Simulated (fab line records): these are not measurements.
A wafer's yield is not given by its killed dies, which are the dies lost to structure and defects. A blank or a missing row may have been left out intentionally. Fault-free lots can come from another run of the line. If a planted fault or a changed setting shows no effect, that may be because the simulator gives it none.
Comparing a struck lot with a sound one -- flow nand-harc -- 17 out of 1302 route steps
Sound: these wafers, L176.2, L176.5, L176.6. Wafers L184.1, L184.3, L184.4 were the ones struck. The cause comes at the end.
At each step with rows: each side's tool, then ch and its chambers, then its first start. Under that, the readings that differ: sound wafers -- struck wafers -- difference of the means -- sigmas: that difference in standard deviations of wafers without a fault.
alike: words and numbers the same on both sides, and readings whose means are apart by under 2 such deviations; not compared: readings that were withheld, readings missing a value for some wafer, numbers with overlapping values and no deviation given by the record, and bounds like >300 which may hide the same value.
Wherever a step has rows on one side only, a row that says differs or no value, or a row with sigmas, the two part there. When numbers do not overlap yet have no deviation, they are printed without sigmas and do not part them. Lack of a reading on every wafer of one side parts them only where that side has two or more wafers.

NHARC_P_GATE_CD_MEAS_46: target cd 720 nm.
  sound on cd-sem-02 ch 0, day 7 02:44; struck on cd-sem-01 ch 0, day 10 12:00
  alike: cd-nm
then, 1 step without rows for these wafers: NHARC_P_GATE_HARDBAKE_47 (time 80 s).
NHARC_P_GATE_DESCUM_48: chemistry O2, time 3 s.
  sound on rie-diel-07 ch 0,2,3, day 7 02:56; struck on rie-diel-12 ch 0,2,3, day 10 12:11
reading,sound,struck,difference,sigmas
drypump-motor-current-A (A),5.9 6.5 6.7,4.6 5.0 5.7,-1.3,-2
  alike: oes-product-au, rf-vpp-V, showerhead-plenum-p-Torr, throttle-valve-pct
  not compared: rf-hours-counter-h
following that, these wafers have no rows for 1 step: NHARC_P_GATE_IMPLANT_49.
NHARC_P_GATE_STRIP_111: strips in N2/H2, time 250 s.
  sound on plasma-asher-01 ch 0,1, day 7 03:19; struck on plasma-asher-01 ch 0,1, day 10 12:32
  alike: drypump-motor-current-A, heater-power-w, rf-refl-power-W
  not compared: rf-hours-counter-h
NHARC_P_GATE_STRIP_75: strips in O2.
  sound on plasma-asher-01 ch 0,1, day 7 03:35; struck on plasma-asher-01 ch 0,1, day 10 12:50
  alike: drypump-motor-current-A, heater-power-w, rf-refl-power-W
  not compared: rf-hours-counter-h
then, 6 steps without rows for these wafers: NHARC_P_GATE_STRIP_50 (strips in SPM, time 900 s); NHARC_P_GATE_DEHYDRATE_51 (time 120 s); NHARC_P_GATE_HMDS_52 (time 30 s); NHARC_P_GATE_COAT_53; NHARC_P_GATE_SOFTBAKE_54 (time 95 s); NHARC_P_GATE_EBR_55.
NHARC_P_GATE_EXPOSE_56: exposes mask P PSD, target cd 720 nm.
  sound on krf-scanner-03 ch 0, day 7 04:13; struck on krf-scanner-04 ch 0, day 10 13:28
reading,sound,struck,difference,sigmas
mask,P_PSD#0 P_PSD#0 P_PSD#0,P_PSD_R1#0 P_PSD_R1#0 P_PSD_R1#0,differs,
then, 2 steps without rows for these wafers: NHARC_P_GATE_PEB_57 (peb time 85 s); NHARC_P_GATE_DEVELOP_58 (time 70 s).
NHARC_P_GATE_CD_MEAS_59: target cd 720 nm.
  sound on cd-sem-03 ch 0, day 7 04:22; struck on cd-sem-02 ch 0, day 10 13:38
reading,sound,struck,difference,sigmas
cd-nm (nm),721.7 719.6 719.9,736.6 738.4 740.8,+18.2,+12
then, 1 step without rows for these wafers: NHARC_P_GATE_HARDBAKE_60 (time 80 s).

## WHERE THEY PART
Earliest at NHARC_P_GATE_DESCUM_48; latest, in this record, at NHARC_P_GATE_CD_MEAS_59.

WHY: what had been put in by the simulator
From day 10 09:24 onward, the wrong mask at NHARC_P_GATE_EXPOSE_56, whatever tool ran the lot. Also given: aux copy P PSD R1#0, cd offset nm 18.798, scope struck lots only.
